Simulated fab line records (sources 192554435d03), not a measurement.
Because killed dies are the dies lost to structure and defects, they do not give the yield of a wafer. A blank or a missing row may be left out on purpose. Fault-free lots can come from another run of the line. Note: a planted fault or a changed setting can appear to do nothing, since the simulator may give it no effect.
Matching of chambers :: flow n5_finfet :: N5_BEOL_M0_SAQP_MANDREL_ETCH_103 on rie_si-04 has 3 sister chambers
The step etches a-Si in HBr/Cl2, stops on SiCN, target depth 45 nm, bt time 10 s, time 27 s. 3 wafers are shown with their chamber, then 7 later ones without.

## WAFERS, EACH WITH ITS CHAMBER
wafer: L087.1
chamber: 0
drypump_motor_current_A (A): 6.3

wafer: L087.3
chamber: 1
drypump_motor_current_A (A): 5.7

wafer: L091.3
chamber: 3
drypump_motor_current_A (A): 5.9

## WAFERS MISSING THEIR CHAMBER
wafer: L091.4
drypump_motor_current_A (A): 5.7

wafer: L091.6
drypump_motor_current_A (A): 5.9

wafer: L093.4
drypump_motor_current_A (A): 5.7

wafer: L093.5
drypump_motor_current_A (A): 5.7

wafer: L094.2
drypump_motor_current_A (A): 5.9

wafer: L094.3
drypump_motor_current_A (A): 5.7

wafer: L094.4
drypump_motor_current_A (A): 6.2

## WHICH CHAMBER EACH ONE RAN IN
wafer: L091.4
from the rows above: 1
in truth: 1

wafer: L091.6
from the rows above: 3
in truth: 3

wafer: L093.4
from the rows above: 1
in truth: 1

wafer: L093.5
from the rows above: 1
in truth: 1

wafer: L094.2
from the rows above: 3
in truth: 3

wafer: L094.3
from the rows above: 1
in truth: 1

wafer: L094.4
from the rows above: 0
in truth: 0
Correctly placed: 7 of 7. Number that these rows cannot place: 0. Placed wrongly: 0.
How it was worked out, from the rows above alone: a wafer's distance from a chamber is the root of the sum, over the readings, of the square of ((its reading less the chamber's mean) divided by the reading's scatter). If the next closest chamber is less than 2 further off than the closest, the wafer can't be placed; otherwise it belongs to the closest. A chamber's mean is the mean of its shown wafers. The scatter: root of mean squared gap, hidden wafer to nearest shown wafer, with one shown wafer a chamber.
